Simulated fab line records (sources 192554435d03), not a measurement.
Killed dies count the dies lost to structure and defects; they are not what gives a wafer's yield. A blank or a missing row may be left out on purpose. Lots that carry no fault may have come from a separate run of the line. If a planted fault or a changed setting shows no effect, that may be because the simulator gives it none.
One fault through the eyes of 3 desks	flow n5Finfet	every desk sees just its own numbers, and what lay behind them comes last

== THE DEFECT DESK ==
For each lot, the counts of the inspections along the route, averaged over the sampled wafers that have a number. A lot is out of limits, marked OUT, if its mean lies more than 4 standard deviations from the usual mean; the brackets give that distance.
Columns: A = rawDefectCount at N5_BEOL_M8_INSPECT_13, usual 442; B = rawDefectCount at N5_BEOL_M8_INSPECT_30, usual 449
lot	first seen here	A	B
L641	day 9 19:56	304	306
L643	day 10 06:19	448	454
L642	day 10 10:01	602	686
L655	day 12 19:45	347	294
L654	day 13 06:40	503	735
L658	day 13 18:02	330	377
L660	day 15 01:06	354	359
L664	day 15 05:01	561	480
L661	day 15 14:43	486	411
L662	day 16 10:16	411	348
This desk's verdict: no lot among the 10 shows anything out of limits.

== DESK OF THE TOOL OWNER: rieDiel-06 ==
The tool's own readings at N5_BEOL_M8_ETCH_61 (etches SiARC in CF4, target depth 45.5 nm, time 75.8 s): means of the sampled wafers that have a number, for each lot that ran on this tool. A lot is out of limits, marked OUT, if its mean lies more than 4 standard deviations from the usual mean; the brackets give that distance.
Columns: A = biasW at N5_BEOL_M8_ETCH_61, usual 36.00 W; B = drypumpMotorCurrentA at N5_BEOL_M8_ETCH_61, usual 5.7 A; C = etchRfOnTimeS at N5_BEOL_M8_ETCH_61, usual 75.0 s; D = oesProductAu at N5_BEOL_M8_ETCH_61, usual 0.66 a.u.; E = rfVppV at N5_BEOL_M8_ETCH_61, usual 183.9 V; F = showerheadPlenumPTorr at N5_BEOL_M8_ETCH_61, usual 2.13 Torr; G = throttleValvePct at N5_BEOL_M8_ETCH_61, usual 15.57 %
lot	first seen here	A	B	C	D	E	F	G
L643	day 10 06:25	36.10	5.6	74.5	0.66	185.6	2.19	15.63
L654	day 13 06:43	35.97	5.6	75.2	0.69	184.2	2.13	15.59
This desk's verdict: no lot among the 2 shows anything out of limits.

== THE METROLOGY DESK ==
What the gauges read for every lot (on any tool): the sampled wafers with a number, averaged. A lot is out of limits, marked OUT, if its mean lies more than 4 standard deviations from the usual mean; the brackets give that distance.
Columns: A = M8_ILD_THK at N5_BEOL_M8_THK_MEAS_01, usual 155.5 nm
lot	first seen here	A
L641	day 9 18:41	154.7
L643	day 10 05:40	154.5
L642	day 10 07:52	153.9
L655	day 12 18:20	154.5
L654	day 13 05:25	159.5
L658	day 13 15:56	156.8
L660	day 14 22:19	154.7
L664	day 15 03:14	154.7
L661	day 15 12:20	157.3
L662	day 16 09:05	154.0
This desk's verdict: no lot among the 10 shows anything out of limits.

== PUT TOGETHER ==
Nothing out of limits was seen by the defect desk.
The tool owner's desk saw nothing out of limits.
Metrology desk: nothing out of limits seen.

== WHAT THE SIMULATOR PUT IN ==
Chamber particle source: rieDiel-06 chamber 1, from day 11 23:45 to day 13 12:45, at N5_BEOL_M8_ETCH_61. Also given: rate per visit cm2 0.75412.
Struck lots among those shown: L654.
